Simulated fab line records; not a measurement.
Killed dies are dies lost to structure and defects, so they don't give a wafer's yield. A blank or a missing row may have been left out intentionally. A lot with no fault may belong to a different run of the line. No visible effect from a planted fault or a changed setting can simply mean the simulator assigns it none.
Which of the tools did it? / flow n5-finfet / 24 lots, 72 wafers sampled, at 1 step of a route of 1938

== WHAT EACH GAUGE READ, for each wafer ==
N5_BEOL_M7_OCD_MEAS_38.
lot=L074; measured=day 9 07:10; on=ocd-02; trench-depth-nm (nm)=92.7 92.0 91.9
lot=L076; measured=day 9 19:29; on=ocd-02; trench-depth-nm (nm)=93.7 92.9 92.8
lot=L075; measured=day 10 14:36; on=ocd-02; trench-depth-nm (nm)=92.6 91.0 93.2
lot=L078; measured=day 10 17:16; on=ocd-02; trench-depth-nm (nm)=94.0 91.7 89.5
lot=L077; measured=day 11 03:44; on=ocd-01; trench-depth-nm (nm)=92.6 92.5 92.1
lot=L083; measured=day 11 16:19; on=ocd-02; trench-depth-nm (nm)=91.7 90.1 94.6
lot=L079; measured=day 11 19:19; on=ocd-01; trench-depth-nm (nm)=90.4 94.9 89.5
lot=L081; measured=day 12 00:44; on=ocd-01; trench-depth-nm (nm)=94.5 90.4 92.1
lot=L080; measured=day 12 05:54; on=ocd-02; trench-depth-nm (nm)=90.1 94.6 94.2
lot=L084; measured=day 12 15:14; on=ocd-02; trench-depth-nm (nm)=92.3 92.9 92.2
lot=L082; measured=day 12 15:29; on=ocd-01; trench-depth-nm (nm)=92.3 92.4 94.1
lot=L087; measured=day 12 15:53; on=ocd-01; trench-depth-nm (nm)=91.5 92.9 93.4
lot=L085; measured=day 13 02:43; on=ocd-02; trench-depth-nm (nm)=90.7 92.5 92.3
lot=L086; measured=day 13 08:45; on=ocd-02; trench-depth-nm (nm)=93.9 90.5 92.6
lot=L090; measured=day 13 14:33; on=ocd-02; trench-depth-nm (nm)=94.9 93.1 93.2
lot=L088; measured=day 13 14:56; on=ocd-01; trench-depth-nm (nm)=91.6 92.9 94.6
lot=L089; measured=day 13 22:40; on=ocd-02; trench-depth-nm (nm)=94.0 92.2 92.1
lot=L091; measured=day 14 13:11; on=ocd-01; trench-depth-nm (nm)=90.9 90.9 92.5
lot=L092; measured=day 14 15:26; on=ocd-01; trench-depth-nm (nm)=93.2 93.1 90.4
lot=L093; measured=day 14 19:26; on=ocd-01; trench-depth-nm (nm)=94.9 90.1 94.6
lot=L096; measured=day 14 22:11; on=ocd-01; trench-depth-nm (nm)=93.1 94.0 94.4
lot=L094; measured=day 14 22:37; on=ocd-01; trench-depth-nm (nm)=94.5 94.1 90.7
lot=L095; measured=day 15 02:22; on=ocd-02; trench-depth-nm (nm)=92.4 94.4 92.8
lot=L097; measured=day 15 22:25; on=ocd-01; trench-depth-nm (nm)=94.7 94.4 90.1

== WHAT TOOL EACH LOT RAN ON (gives the tool, then ch and the chambers of the sampled wafers, and finally the start) ==
No process step before these readings appears in the record.

== WHAT THE TOOLS THEMSELVES READ (means of the sampled wafers that have a number; where no wafer has one, the mark that the record gives instead) ==
The record holds no such reading with a usual standard deviation.

== THE ANSWER, worked out from the rows above alone ==
Rule: the usual values come from the lots themselves. Put in order of their means at a reading, lots are off if they are a third of the lots or fewer, leave a main group of 4 or more, and stand apart from it by a gap of 3 or more times the standard deviation of the main group's means; of several such gaps the widest counts. The tables above print the reading to a certain number of digits; a main group whose means all agree to those digits is not used. Also off: a lot with no number at a reading for which 4 or more lots have one. The other lots that the step has rows for count as sound. The gauges are gone through in route order, then the tools' own readings, and for those a lot's mean is taken as printed above. At the first step where some lot is off, the reading lying furthest off is the one used; lots without a number count as furthest.
Across all readings shown, no lot is off: no conclusion can be drawn from this.

== WHAT THE SIMULATOR PUT IN ==
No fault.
